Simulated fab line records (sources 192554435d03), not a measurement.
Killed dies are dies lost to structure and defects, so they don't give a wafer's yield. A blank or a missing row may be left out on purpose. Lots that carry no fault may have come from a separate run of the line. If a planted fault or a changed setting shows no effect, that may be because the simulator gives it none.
Split-lot study / flow n5-finfet / 7 lots, 21 wafers read, on a route of 1938 steps

== THE SPLIT ITSELF ==
At N5_DUMMY_GATE_ETCH_37 (etches SOC in N2/H2, target depth 60 nm, overetch 30 nm), the setting source-w was moved away from the recipe's 840 W on 6 of the 21 wafers read, by -17.4% to +15.6%. The other wafers ran this setting at the recipe's value.

The split's own step is where the reading is taken.

== THE READING ==
rf-vpp-V, in V, at N5_DUMMY_GATE_ETCH_37 (etches SOC in N2/H2, target depth 60 nm, overetch 30 nm). A value of 523.4 V with a standard deviation of 3 V is what fault-free wafers of this fab line usually give.

wafer=L077.1; tool, chamber at the split=rie-diel-06, 1; source-w as run, W=770.2; against the recipe=-8.3%; rf-vpp-V, V=542.8; against lot-mates on the recipe=+20.2
wafer=L077.5; tool, chamber at the split=rie-diel-06, 0; source-w as run, W=840; against the recipe=recipe; rf-vpp-V, V=520.4; against lot-mates on the recipe=-
wafer=L077.6; tool, chamber at the split=rie-diel-06, 3; source-w as run, W=840; against the recipe=recipe; rf-vpp-V, V=524.7; against lot-mates on the recipe=-
wafer=L080.1; tool, chamber at the split=rie-diel-03, 2; source-w as run, W=840; against the recipe=recipe; rf-vpp-V, V=522.3; against lot-mates on the recipe=-
wafer=L080.3; tool, chamber at the split=rie-diel-03, 0; source-w as run, W=840; against the recipe=recipe; rf-vpp-V, V=526.7; against lot-mates on the recipe=-
wafer=L080.6; tool, chamber at the split=rie-diel-03, 2; source-w as run, W=970.7; against the recipe=+15.6%; rf-vpp-V, V=499.7; against lot-mates on the recipe=-24.8
wafer=L081.1; tool, chamber at the split=rie-diel-03, 2; source-w as run, W=840; against the recipe=recipe; rf-vpp-V, V=522.8; against lot-mates on the recipe=-
wafer=L081.2; tool, chamber at the split=rie-diel-03, 3; source-w as run, W=840; against the recipe=recipe; rf-vpp-V, V=520.2; against lot-mates on the recipe=-
wafer=L081.5; tool, chamber at the split=rie-diel-03, 0; source-w as run, W=706.3; against the recipe=-15.9%; rf-vpp-V, V=558.6; against lot-mates on the recipe=+37.1
wafer=L082.2; tool, chamber at the split=rie-diel-06, 0; source-w as run, W=840; against the recipe=recipe; rf-vpp-V, V=520.5; against lot-mates on the recipe=-
wafer=L082.3; tool, chamber at the split=rie-diel-06, 3; source-w as run, W=840; against the recipe=recipe; rf-vpp-V, V=526.7; against lot-mates on the recipe=-
wafer=L082.4; tool, chamber at the split=rie-diel-06, 0; source-w as run, W=840; against the recipe=recipe; rf-vpp-V, V=518.8; against lot-mates on the recipe=-
wafer=L086.2; tool, chamber at the split=rie-diel-06, 1; source-w as run, W=693.5; against the recipe=-17.4%; rf-vpp-V, V=560.5; against lot-mates on the recipe=+35.3
wafer=L086.5; tool, chamber at the split=rie-diel-06, 2; source-w as run, W=840; against the recipe=recipe; rf-vpp-V, V=523.5; against lot-mates on the recipe=-
wafer=L086.6; tool, chamber at the split=rie-diel-06, 1; source-w as run, W=840; against the recipe=recipe; rf-vpp-V, V=526.9; against lot-mates on the recipe=-
wafer=L091.3; tool, chamber at the split=rie-diel-02, 2; source-w as run, W=840; against the recipe=recipe; rf-vpp-V, V=523.3; against lot-mates on the recipe=-
wafer=L091.4; tool, chamber at the split=rie-diel-02, 3; source-w as run, W=840; against the recipe=recipe; rf-vpp-V, V=526.2; against lot-mates on the recipe=-
wafer=L091.6; tool, chamber at the split=rie-diel-02, 2; source-w as run, W=840; against the recipe=recipe; rf-vpp-V, V=523.8; against lot-mates on the recipe=-
wafer=L093.2; tool, chamber at the split=rie-diel-02, 3; source-w as run, W=890.7; against the recipe=+6.0%; rf-vpp-V, V=516.0; against lot-mates on the recipe=-6.9
wafer=L093.3; tool, chamber at the split=rie-diel-02, 2; source-w as run, W=840; against the recipe=recipe; rf-vpp-V, V=522.9; against lot-mates on the recipe=-
wafer=L093.5; tool, chamber at the split=rie-diel-02, 3; source-w as run, W=890.7; against the recipe=+6.0%; rf-vpp-V, V=515.5; against lot-mates on the recipe=-7.4

FIT RESULTS
A straight line over all 21 wafers: rf-vpp-V changes by -1.93 V for each +1% of source-w; r = -0.97; the points scatter about the line by 3.1 V.
The same after taking each lot's own level away (the mean of its wafers on the recipe; 21 wafers): -1.94 V for each +1%; r = -0.98; scatter 2.9 V.
On that fit, the largest move of source-w shifts the reading by 34 V.
Across the lots, their own levels run from 521.50 to 525.20 V, a range of 1.2 times the standard deviation given above.
So the lot-to-lot level changes the slope little: the two slopes agree.
Check: +35 V against its lot-mates is what the line predicts for one of the wafers moved furthest among these (-17.4%) when that wafer is left out of the fit. It came out at +35.3 V against them.
Tool readings at the split's step, against how far the setting was moved: rf-vpp-V r = -0.97.

== FILE'S OWN FIT ==
rf-vpp-V changes by -1.99 V for each +1% of source-w, r = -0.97.
